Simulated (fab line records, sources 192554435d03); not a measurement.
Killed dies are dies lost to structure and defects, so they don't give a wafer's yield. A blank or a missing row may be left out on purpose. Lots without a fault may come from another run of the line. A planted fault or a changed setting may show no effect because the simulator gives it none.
One fault seen from 2 desks | flow n5_finfet | each desk has only its own numbers; what lay behind them comes last

THE METROLOGY DESK
What the gauges read, lot by lot, whatever tool the lot ran on: means of the sampled wafers that have a number. A lot is out of limits, marked OUT, if its mean lies more than 4 standard deviations from the usual mean; the brackets give that distance. Of its 13 readings 7 are shown: the one that was out of limits first, and those that lie furthest out on some lot.
Columns: A = trench_depth_nm at N5_BEOL_M4_OCD_MEAS_38, usual 55.6 nm; B = M4_THK at N5_BEOL_M4_THK_MEAS_53, usual 40.8 nm; C = M4_RS at N5_BEOL_M4_RS_MEAS_58, usual 0.66 ohm/sq; D = DIBL_N at N5_BEOL_M4_RC_MEAS_101, usual 36.3 mV/V; E = ION_N at N5_BEOL_M4_RC_MEAS_101, usual 677 uA/um; F = SS_N at N5_BEOL_M4_RC_MEAS_101, usual 71.5 mV/dec; G = SS_P at N5_BEOL_M4_RC_MEAS_101, usual 73.2 mV/dec
lot  | first seen here | A               | B               | C    | D    | E   | F    | G
L586 | day 9 02:37     | 55.7            | 39.9            | 0.68 | 36.3 | 673 | 72.2 | 73.4
L588 | day 10 08:59    | 60.1 (+4.1) OUT | 45.2            | 0.59 | 38.2 | 694 | 71.7 | 74.1
L593 | day 10 14:23    | 61.6 (+5.4) OUT | 47.5 (+4.4) OUT | 0.54 | 39.1 | 677 | 72.4 | 73.6
L597 | day 11 23:10    | 55.8            | 42.2            | 0.63 | 37.0 | 677 | 71.6 | 73.5
L600 | day 12 12:53    | 56.1            | 41.2            | 0.65 | 35.5 | 674 | 71.4 | 72.3
L606 | day 13 20:12    | 55.1            | 38.9            | 0.70 | 35.5 | 680 | 71.6 | 72.8
L605 | day 13 23:56    | 55.5            | 39.3            | 0.70 | 36.2 | 682 | 71.6 | 73.1
This desk's finding: out of limits on L588, L593; first on L588, day 10 08:59 (trench_depth_nm at N5_BEOL_M4_OCD_MEAS_38). In limits: L586, L597, L600, L606, L605.

THE TOOL OWNER'S DESK: rie_diel-01
The tool's own readings at N5_BEOL_M4_TRENCH_ETCH_37 (etches SiOC in C4F6/O2, target depth 55.555 nm, time 29.2 s): means of the sampled wafers that have a number, for each lot that ran on this tool. A lot is out of limits, marked OUT, if its mean lies more than 4 standard deviations from the usual mean; the brackets give that distance. Of its 8 readings 7 are shown: the one that was out of limits first, and those that lie furthest out on some lot.
Columns: A = bias_w at N5_BEOL_M4_TRENCH_ETCH_37, usual 185.0 W; B = drypump_motor_current_A at N5_BEOL_M4_TRENCH_ETCH_37, usual 5.9 A; C = oes_f_703_au at N5_BEOL_M4_TRENCH_ETCH_37, usual 0.78 a.u.; D = oes_product_au at N5_BEOL_M4_TRENCH_ETCH_37, usual 0.79 a.u.; E = rf_fwd_power_W at N5_BEOL_M4_TRENCH_ETCH_37, usual 350.0 W; F = rf_vpp_V at N5_BEOL_M4_TRENCH_ETCH_37, usual 668 V; G = throttle_valve_pct at N5_BEOL_M4_TRENCH_ETCH_37, usual 20.82 %
lot  | first seen here | A     | B   | C    | D    | E               | F              | G
L586 | day 9 02:28     | 184.7 | 5.8 | 0.77 | 0.78 | 349.7           | 671            | 20.87
L588 | day 10 08:50    | 184.5 | 5.4 | 0.99 | 0.82 | 434.7 (+47) OUT | 595 (-6.7) OUT | 20.83
L593 | day 10 14:14    | 185.3 | 5.8 | 1.04 | 0.86 | 434.9 (+47) OUT | 600 (-6.2) OUT | 20.85
L605 | day 13 23:47    | 185.4 | 6.0 | 0.75 | 0.76 | 347.7           | 668            | 20.94
This desk's finding: out of limits on L588, L593; first on L588, day 10 08:50 (rf_fwd_power_W at N5_BEOL_M4_TRENCH_ETCH_37). In limits: L586, L605.

PUT TOGETHER
The tool owner's desk could have raised an alarm at day 10 08:50, on L588, L593.
The metrology desk could have raised an alarm at day 10 08:59, on L588, L593.
Of the lots named, all ran N5_BEOL_M4_TRENCH_ETCH_37 on rie_diel-01.

WHAT THE SIMULATOR HAD PUT IN
Process parameter drift: rie_diel-01, from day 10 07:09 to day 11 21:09, at N5_BEOL_M4_TRENCH_ETCH_37. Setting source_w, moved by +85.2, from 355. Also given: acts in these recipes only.
Lots struck among those shown: L588, L593.
Hours from the fault's start to each desk's first reading out of limits: the tool owner's desk, 2; the metrology desk, 2.
